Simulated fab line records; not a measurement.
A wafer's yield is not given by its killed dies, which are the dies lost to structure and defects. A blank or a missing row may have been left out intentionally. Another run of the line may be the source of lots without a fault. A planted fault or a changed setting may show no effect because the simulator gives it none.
Split-lot study || flow n5_finfet || 21 wafers read from 7 lots, route of 1938 steps

## ON THE SPLIT
At N5_BEOL_M10_ETCH_41 (etches SiCN in CH3F/O2, target depth 42.6 nm, time 86 s), the setting source_w was moved away from the recipe's 395 W on 10 of the 21 wafers read, by -11.8% to +11.6%. For the rest of the wafers, this setting stayed at what the recipe calls for.

Reading taken at the split's own step.

## THE READING
rf_vpp_V, in V, at N5_BEOL_M10_ETCH_41 (etches SiCN in CH3F/O2, target depth 42.6 nm, time 86 s). Typical for fault-free wafers on this fab line: 297.6 V, with standard deviation 1.7 V.

{"wafer": "L074.2", "tool, chamber at the split": "rie_diel-02, 2", "source_w as run, W": 430, "against the recipe": "+8.9%", "rf_vpp_V, V": 288.2, "against lot-mates on the recipe": -7.5}
{"wafer": "L074.3", "tool, chamber at the split": "rie_diel-02, 3", "source_w as run, W": 430, "against the recipe": "+8.9%", "rf_vpp_V, V": 289.5, "against lot-mates on the recipe": -6.2}
{"wafer": "L074.5", "tool, chamber at the split": "rie_diel-02, 2", "source_w as run, W": 395, "against the recipe": "recipe", "rf_vpp_V, V": 295.7, "against lot-mates on the recipe": "-"}
{"wafer": "L076.1", "tool, chamber at the split": "rie_diel-02, 3", "source_w as run, W": 395, "against the recipe": "recipe", "rf_vpp_V, V": 298.0, "against lot-mates on the recipe": "-"}
{"wafer": "L076.4", "tool, chamber at the split": "rie_diel-02, 1", "source_w as run, W": 395, "against the recipe": "recipe", "rf_vpp_V, V": 296.5, "against lot-mates on the recipe": "-"}
{"wafer": "L076.6", "tool, chamber at the split": "rie_diel-02, 0", "source_w as run, W": 364.4, "against the recipe": "-7.7%", "rf_vpp_V, V": 305.2, "against lot-mates on the recipe": "+7.9"}
{"wafer": "L077.1", "tool, chamber at the split": "rie_diel-06, 2", "source_w as run, W": 395, "against the recipe": "recipe", "rf_vpp_V, V": 299.5, "against lot-mates on the recipe": "-"}
{"wafer": "L077.4", "tool, chamber at the split": "rie_diel-06, 0", "source_w as run, W": 434.5, "against the recipe": "+10.0%", "rf_vpp_V, V": 289.4, "against lot-mates on the recipe": -10.1}
{"wafer": "L077.6", "tool, chamber at the split": "rie_diel-06, 3", "source_w as run, W": 434.5, "against the recipe": "+10.0%", "rf_vpp_V, V": 288.1, "against lot-mates on the recipe": -11.4}
{"wafer": "L081.3", "tool, chamber at the split": "rie_diel-05, 3", "source_w as run, W": 348.5, "against the recipe": "-11.8%", "rf_vpp_V, V": 309.2, "against lot-mates on the recipe": "+10.5"}
{"wafer": "L081.4", "tool, chamber at the split": "rie_diel-05, 0", "source_w as run, W": 395, "against the recipe": "recipe", "rf_vpp_V, V": 298.7, "against lot-mates on the recipe": "-"}
{"wafer": "L081.5", "tool, chamber at the split": "rie_diel-05, 1", "source_w as run, W": 348.5, "against the recipe": "-11.8%", "rf_vpp_V, V": 308.3, "against lot-mates on the recipe": "+9.6"}
{"wafer": "L092.1", "tool, chamber at the split": "rie_diel-05, 3", "source_w as run, W": 425.3, "against the recipe": "+7.7%", "rf_vpp_V, V": 290.8, "against lot-mates on the recipe": -6.1}
{"wafer": "L092.4", "tool, chamber at the split": "rie_diel-05, 0", "source_w as run, W": 395, "against the recipe": "recipe", "rf_vpp_V, V": 298.5, "against lot-mates on the recipe": "-"}
{"wafer": "L092.6", "tool, chamber at the split": "rie_diel-05, 1", "source_w as run, W": 395, "against the recipe": "recipe", "rf_vpp_V, V": 295.3, "against lot-mates on the recipe": "-"}
{"wafer": "L094.2", "tool, chamber at the split": "rie_diel-06, 2", "source_w as run, W": 440.7, "against the recipe": "+11.6%", "rf_vpp_V, V": 288.4, "against lot-mates on the recipe": -12.1}
{"wafer": "L094.5", "tool, chamber at the split": "rie_diel-06, 0", "source_w as run, W": 395, "against the recipe": "recipe", "rf_vpp_V, V": 300.5, "against lot-mates on the recipe": "-"}
{"wafer": "L094.6", "tool, chamber at the split": "rie_diel-06, 3", "source_w as run, W": 440.7, "against the recipe": "+11.6%", "rf_vpp_V, V": 286.0, "against lot-mates on the recipe": -14.5}
{"wafer": "L097.1", "tool, chamber at the split": "rie_diel-05, 2", "source_w as run, W": 395, "against the recipe": "recipe", "rf_vpp_V, V": 298.6, "against lot-mates on the recipe": "-"}
{"wafer": "L097.3", "tool, chamber at the split": "rie_diel-05, 0", "source_w as run, W": 395, "against the recipe": "recipe", "rf_vpp_V, V": 300.2, "against lot-mates on the recipe": "-"}
{"wafer": "L097.5", "tool, chamber at the split": "rie_diel-05, 0", "source_w as run, W": 395, "against the recipe": "recipe", "rf_vpp_V, V": 299.6, "against lot-mates on the recipe": "-"}

THE FIT
A straight line over all 21 wafers: rf_vpp_V changes by -0.944 V for each +1% of source_w; r = -0.98; the points scatter about the line by 1.4 V.
The same after taking each lot's own level away (the mean of its wafers on the recipe; 21 wafers): -0.962 V for each +1%; r = -0.98; scatter 1.3 V.
That fit puts the effect of the largest move of source_w on the reading at 11 V.
The lots' own levels span 295.70 to 300.50 V, that is 2.8 times the standard deviation above.
The two slopes agree, so the slope changes little with the lot-to-lot level.
Check: with one of the wafers moved furthest among these (-11.8%) left out of the fit, the line predicts +11.3 V for it against its lot-mates. It came out at +10.5 V against them.
Tool readings at the split's step, against how far the setting was moved: rf_vpp_V r = -0.98.

## OTHER SPLITS ON THESE WAFERS
Note: prior to the reading, these wafers also went through further splits. Each is held against what the fit with the lots' levels taken away leaves over:
{"other split on the same wafers": "N5_BEOL_M7_ETCH_41 source_w", "wafers away from the commonest value": 8, "r with rf_vpp_V (lot level and that fit taken away)": -0.06}
{"other split on the same wafers": "N5_BEOL_M8_ETCH_65 source_w", "wafers away from the commonest value": 9, "r with rf_vpp_V (lot level and that fit taken away)": "+0.07"}
{"other split on the same wafers": "N5_BEOL_M8_TRENCH_ETCH_37 source_w", "wafers away from the commonest value": 7, "r with rf_vpp_V (lot level and that fit taken away)": "+0.26"}
{"other split on the same wafers": "N5_BEOL_M9_TRENCH_ETCH_37 bias_w", "wafers away from the commonest value": 4, "r with rf_vpp_V (lot level and that fit taken away)": "+0.17"}
{"other split on the same wafers": "N5_BEOL_M10_VIA_ETCH_34 time_s", "wafers away from the commonest value": 6, "r with rf_vpp_V (lot level and that fit taken away)": "+0.09"}

## THE WHOLE CHAIN: every reading that the file lists as answering this split, in the file's order
{"step": "N5_BEOL_M10_ETCH_41", "what it does": "etches SiCN in CH3F/O2, target depth 42.6 nm, time 86 s", "reading": "rf_vpp_V", "change (the file's fit)": "-0.964 V for each +1% of the setting", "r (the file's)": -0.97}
{"step": "N5_BEOL_M10_ETCH_41", "what it does": "etches SiCN in CH3F/O2, target depth 42.6 nm, time 86 s", "reading": "etch.depth_nm (the simulator's own value, which no gauge read)", "change (the file's fit)": "+0.132 nm for each +1% of the setting", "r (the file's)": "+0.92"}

## THE FILE'S OWN FIT
rf_vpp_V changes by -0.964 V for each +1% of source_w, r = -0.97.
